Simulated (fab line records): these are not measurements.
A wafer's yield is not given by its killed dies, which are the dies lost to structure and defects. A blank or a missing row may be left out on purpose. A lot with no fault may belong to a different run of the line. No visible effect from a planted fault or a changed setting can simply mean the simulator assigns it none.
Split-lot study | flow n5_finfet | 7 lots, 21 wafers read, on a route of 1938 steps

ABOUT THE SPLIT
At N5_BEOL_M10_TRENCH_ETCH_37 (etches SiCOH lowk in C4F6/O2, target depth 148.83 nm, time 48 s), the setting source_w was moved away from the recipe's 345 W on 6 of the 21 wafers read, by -11.0% to +6.8%. This setting was run at the recipe's value on the other wafers.

Reading taken at the split's own step.

THE READING
rf_vpp_V, in V, at N5_BEOL_M10_TRENCH_ETCH_37 (etches SiCOH lowk in C4F6/O2, target depth 148.83 nm, time 48 s). Fault-free wafers of this fab line usually give 666 V, standard deviation 5.7 V.

wafer  | tool, chamber at the split | source_w as run, W | against the recipe | rf_vpp_V, V | against lot-mates on the recipe
L074.2 | rie_diel-02, 2             | 345                | recipe             | 674         | -
L074.3 | rie_diel-02, 0             | 345                | recipe             | 672         | -
L074.5 | rie_diel-02, 2             | 345                | recipe             | 673         | -
L081.3 | rie_diel-04, 1             | 345                | recipe             | 672         | -
L081.4 | rie_diel-04, 0             | 363.2              | +5.3%              | 649         | -23
L081.5 | rie_diel-04, 0             | 363.2              | +5.3%              | 646         | -26
L084.1 | rie_diel-04, 1             | 345                | recipe             | 672         | -
L084.4 | rie_diel-04, 2             | 345                | recipe             | 667         | -
L084.6 | rie_diel-04, 0             | 345                | recipe             | 664         | -
L092.1 | rie_diel-05, 0             | 345                | recipe             | 663         | -
L092.3 | rie_diel-05, 3             | 345                | recipe             | 666         | -
L092.4 | rie_diel-05, 1             | 345                | recipe             | 672         | -
L088.2 | rie_diel-05, 2             | 313.1              | -9.2%              | 698         | +34
L088.5 | rie_diel-05, 0             | 345                | recipe             | 663         | -
L088.6 | rie_diel-05, 3             | 345                | recipe             | 664         | -
L089.2 | rie_diel-04, 0             | 345                | recipe             | 665         | -
L089.5 | rie_diel-04, 0             | 307                | -11.0%             | 706         | +48
L089.6 | rie_diel-04, 3             | 345                | recipe             | 652         | -
L093.1 | rie_diel-05, 2             | 345                | recipe             | 664         | -
L093.5 | rie_diel-05, 0             | 368.5              | +6.8%              | 641         | -23
L093.6 | rie_diel-05, 1             | 368.5              | +6.8%              | 648         | -16

THE FIT
A straight line over all 21 wafers: rf_vpp_V changes by -3.46 V for each +1% of source_w; r = -0.94; the points scatter about the line by 5.2 V.
The same after taking each lot's own level away (the mean of its wafers on the recipe; 21 wafers): -3.85 V for each +1%; r = -0.97; scatter 4.2 V.
That fit puts the effect of the largest move of source_w on the reading at 42 V.
The span of the lots' own levels, 658.5 to 673.0 V, comes to 2.5 times the standard deviation stated above.
So the lot-to-lot level changes the slope: the two fits differ.
Check: +39.7 V against its lot-mates is what the line predicts for one of the wafers moved furthest among these (-11.0%) when that wafer is left out of the fit. Against them it came out at +47.5 V.
Tool readings at the split's step, against how far the setting was moved: rf_vpp_V r = -0.94.

THESE WAFERS: OTHER SPLITS
Other splits were also applied to these wafers ahead of the reading. Each is held against what the fit with the lots' levels taken away leaves over:
other split on the same wafers        | wafers away from the commonest value | r with rf_vpp_V (lot level and that fit taken away)
N5_BEOL_M9_EXPOSE_08 dose_mj          | 6                                    | +0.06
N5_BEOL_M10_COAT_60 spin_rpm          | 8                                    | +0.05
N5_BEOL_M10_DEVELOP_10 develop_time_s | 7                                    | -0.24
N5_BEOL_M10_VIA_ETCH_34 time_s        | 7                                    | +0.00

THE FILE'S OWN FIT
rf_vpp_V changes by -3.92 V for each +1% of source_w, r = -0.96.
